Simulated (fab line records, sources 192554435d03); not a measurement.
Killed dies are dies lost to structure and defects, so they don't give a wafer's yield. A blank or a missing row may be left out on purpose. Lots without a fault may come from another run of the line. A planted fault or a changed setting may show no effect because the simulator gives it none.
Chamber matching | flow n5_finfet | N5_BEOL_M10_CVD_75 on cvd_co-02: 3 sister chambers
The step deposits Co from CCTBA/H2, target thk 2 nm, time 138.9 s. 17 wafers are shown with their chamber, then 8 later ones without.

WAFERS WITH THEIR CHAMBER
wafer  | chamber | run_length_s (s)
L214.2 | 1       | 161.9
L214.3 | 0       | 161.5
L214.5 | 0       | 161.8
L212.1 | 0       | 161.5
L212.3 | 1       | 161.9
L212.5 | 2       | 161.3
L218.1 | 1       | 161.6
L218.3 | 0       | 161.9
L218.4 | 1       | 161.8
L220.1 | 2       | 161.4
L220.4 | 2       | 161.5
L220.6 | 1       | 162.3
L223.2 | 0       | 161.5
L223.4 | 1       | 162.0
L223.6 | 2       | 161.9
L221.1 | 0       | 161.6
L221.2 | 1       | 161.9

SIGNATURES (means of the wafers above)
reading      | chamber 0 | chamber 1 | chamber 2 | scatter within a chamber
run_length_s | 161.633   | 161.914   | 161.525   | 0.212
Rule: a wafer's distance from a chamber is the root of the sum, over the readings, of the square of ((its reading less the chamber's mean) divided by the reading's scatter). The wafer belongs to the nearest chamber; if the next one is less than 2 further off, it can't be placed. The scatter: the root of (the sum of the squares of (reading less its chamber's mean) over the shown wafers, divided by (wafers less chambers)).

WAFERS WITHOUT THEIR CHAMBER
wafer  | run_length_s (s)
L221.5 | 161.8
L222.2 | 161.9
L222.4 | 162.1
L222.5 | 161.6
L233.1 | 161.9
L233.4 | 162.1
L231.2 | 162.2
L231.4 | 162.0

WHICH CHAMBER EACH WENT THROUGH
wafer  | from the rows above          | in truth
L221.5 | can't be placed: 1 or 0 or 2 | 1
L222.2 | can't be placed: 1 or 0 or 2 | 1
L222.4 | can't be placed: 1 or 0 or 2 | 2
L222.5 | can't be placed: 0 or 2 or 1 | 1
L233.1 | can't be placed: 1 or 0 or 2 | 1
L233.4 | can't be placed: 1 or 0 or 2 | 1
L231.2 | can't be placed: 1 or 0 or 2 | 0
L231.4 | can't be placed: 1 or 0 or 2 | 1
Placed correctly: 0 of 8. Can't be placed from these rows: 8 (the true chamber is among the candidates in 8). Placed wrongly: 0.
